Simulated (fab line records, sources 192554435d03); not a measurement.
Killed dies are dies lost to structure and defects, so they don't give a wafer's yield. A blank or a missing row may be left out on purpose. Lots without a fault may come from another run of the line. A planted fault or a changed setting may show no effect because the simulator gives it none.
Which tool did it? | flow n5_finfet | 12 lots, 34 wafers sampled, at 3 steps of a route of 1938

WHAT THE GAUGES READ, wafer by wafer
N5_SD_EPI_P_OVL_MEAS_10. Usual: SD_P_BLK_OVL -0.5 nm, standard deviation 0.79.
lot  | measured    | on         | SD_P_BLK_OVL (nm) | flag
L773 | day 3 07:28 | overlay-01 | -1.8 -1.7         |
L774 | day 3 13:50 | overlay-01 | -1.1 -0.3 -0.9    |
L776 | day 3 23:23 | overlay-01 | -0.4 -0.8 -0.3    |
L779 | day 4 20:01 | overlay-01 | -1.1 -0.2 0.1     |
L780 | day 5 02:14 | overlay-02 | -0.8 -0.2 -1.3    |
L789 | day 7 05:05 | overlay-01 | -1.7 -1.3 0.0     |
L790 | day 7 11:24 | overlay-02 | -1.3 -1.1         |
L792 | day 8 05:06 | overlay-01 | -0.3 -0.9 -0.7    |
L793 | day 8 06:31 | overlay-02 | -0.6 -2.4 -1.0    |
L794 | day 8 20:38 | overlay-01 | 0.2 0.1 0.1       |
L795 | day 8 20:57 | overlay-01 | -0.3 -0.7 -0.2    |
L796 | day 9 03:28 | overlay-01 | -0.8 -0.3 -0.6    |

WHICH TOOL RAN EACH LOT (tool, then ch and the chambers of the sampled wafers, then the start)
lot  | N5_SD_EPI_N_ETCH_34               | N5_SD_EPI_N_LINER_46
L773 | rie_diel-01 ch 0,2, day 3 01:31   | ald_sin-03 ch 0,2, day 3 06:55
L774 | rie_diel-03 ch 0,2,3, day 3 09:29 | ald_sin-02 ch 1,2, day 3 13:09
L776 | rie_diel-03 ch 0,1, day 3 18:16   | ald_sin-04 ch 0,2, day 3 22:50
L779 | rie_diel-03 ch 1,2, day 4 15:40   | ald_sin-02 ch 0,1,3, day 4 19:20
L780 | rie_diel-05 ch 0,2,3, day 4 21:20 | ald_sin-02 ch 1,2, day 5 01:34
L789 | rie_diel-01 ch 0,2, day 6 23:54   | ald_sin-02 ch 0,1,2, day 7 04:32
L790 | rie_diel-01 ch 0,1, day 7 07:04   | ald_sin-04 ch 0,2, day 7 10:43
L792 | rie_diel-01 ch 0,3, day 7 23:48   | ald_sin-04 ch 2,3, day 8 04:25
L793 | rie_diel-01 ch 1,2, day 8 02:07   | ald_sin-04 ch 0,1,2, day 8 05:57
L794 | rie_diel-01 ch 0,1,3, day 8 15:05 | ald_sin-02 ch 1,2,3, day 8 19:58
L795 | rie_diel-05 ch 0,1,3, day 8 15:52 | ald_sin-04 ch 0,1, day 8 20:17
L796 | rie_diel-03 ch 0,2, day 8 22:59   | ald_sin-02 ch 0,2,3, day 9 02:47
- N5_SD_EPI_N_ETCH_34: etches SiARC in CF4, target depth 45.5 nm, time 75.8 s.
- N5_SD_EPI_N_LINER_46: material SiNx, target thk 3 nm.

WHAT THE TOOLS THEMSELVES READ (means of the sampled wafers that have a number; where no wafer has one, the mark that the record gives instead)
N5_SD_EPI_N_ETCH_34. Usual: bias_w 36.01 W, standard deviation 0.1; cf4_flow_sccm 100.0 sccm, standard deviation 0.31; drypump_motor_current_A 5.8 A, standard deviation 0.4; etch_rf_on_time_s 76.4 s, standard deviation 1.6; oes_product_au 0.65 a.u., standard deviation 0.077; rf_vpp_V 184.2 V, standard deviation 1.2; showerhead_plenum_p_Torr 2.16 Torr, standard deviation 0.072; throttle_valve_pct 15.66 %, standard deviation 0.24.
lot  | tool        | bias_w (W) | cf4_flow_sccm (sccm) | drypump_motor_current_A (A) | etch_rf_on_time_s (s) | oes_product_au (a.u.) | rf_vpp_V (V) | showerhead_plenum_p_Torr (Torr) | throttle_valve_pct (%) | flag
L773 | rie_diel-01 | 36.00      | 100.2                | 5.3                         | 76.6                  | 0.77                  | 183.8        | 2.22                            | 15.39                  |
L774 | rie_diel-03 | 36.11      | 99.8                 | 5.5                         | 78.0                  | 0.61                  | 183.6        | 2.14                            | 15.85                  |
L776 | rie_diel-03 | 35.97      | 100.0                | 6.1                         | 76.0                  | 0.61                  | 184.3        | 2.16                            | 15.59                  |
L779 | rie_diel-03 | 35.99      | 99.6                 | 5.8                         | 77.1                  | 0.60                  | 184.0        | 2.13                            | 15.64                  |
L780 | rie_diel-05 | 36.03      | 100.1                | 6.1                         | 76.7                  | 0.63                  | 182.8        | 2.10                            | 15.63                  |
L789 | rie_diel-01 | 36.00      | 100.2                | 5.3                         | 77.3                  | 0.71                  | 184.3        | 2.23                            | 15.47                  |
L790 | rie_diel-01 | 36.02      | 100.0                | 5.7                         | 75.2                  | 0.73                  | 185.1        | 2.21                            | 15.41                  |
L792 | rie_diel-01 | 36.03      | 99.8                 | 5.5                         | 76.9                  | 0.76                  | 185.2        | 2.28                            | 15.76                  |
L793 | rie_diel-01 | 35.95      | 99.6                 | 5.7                         | 75.8                  | 0.76                  | 185.0        | 2.17                            | 15.33                  |
L794 | rie_diel-01 | 35.99      | 100.0                | 5.6                         | 76.1                  | 0.73                  | 185.3        | 2.23                            | 15.58                  |
L795 | rie_diel-05 | 36.06      | 100.1                | 5.9                         | 76.1                  | 0.60                  | 183.0        | 2.06                            | 15.71                  |
L796 | rie_diel-03 | 36.06      | 99.8                 | 5.9                         | 77.2                  | 0.58                  | 184.8        | 2.18                            | 15.93                  |

N5_SD_EPI_N_LINER_46. Usual: heater_power_w 871 W, standard deviation 68.
lot  | tool       | heater_power_w (W) | flag
L773 | ald_sin-03 | 808                |
L774 | ald_sin-02 | 895                |
L776 | ald_sin-04 | 952                |
L779 | ald_sin-02 | 873                |
L780 | ald_sin-02 | 896                |
L789 | ald_sin-02 | 879                |
L790 | ald_sin-04 | 950                |
L792 | ald_sin-04 | 797                |
L793 | ald_sin-04 | 973                |
L794 | ald_sin-02 | 899                |
L795 | ald_sin-04 | 969                |
L796 | ald_sin-02 | 866                |

THE ANSWER, worked out from the rows above alone
Rule: a lot is off if the mean of its wafers that have a number lies more than 3 standard deviations from the usual mean. A lot without any number at a reading at which 4 lots or more have one is off too. The other lots that the step has rows for count as sound. The gauges are gone through in route order, then the tools' own readings, and for those a lot's mean is taken as printed above. The first step at which some lot is off is used, and at that step the reading that is off furthest; a lot without a number counts as furthest.
No lot is off at any reading shown: from this, nothing can be told.

WHAT THE SIMULATOR HAD PUT IN
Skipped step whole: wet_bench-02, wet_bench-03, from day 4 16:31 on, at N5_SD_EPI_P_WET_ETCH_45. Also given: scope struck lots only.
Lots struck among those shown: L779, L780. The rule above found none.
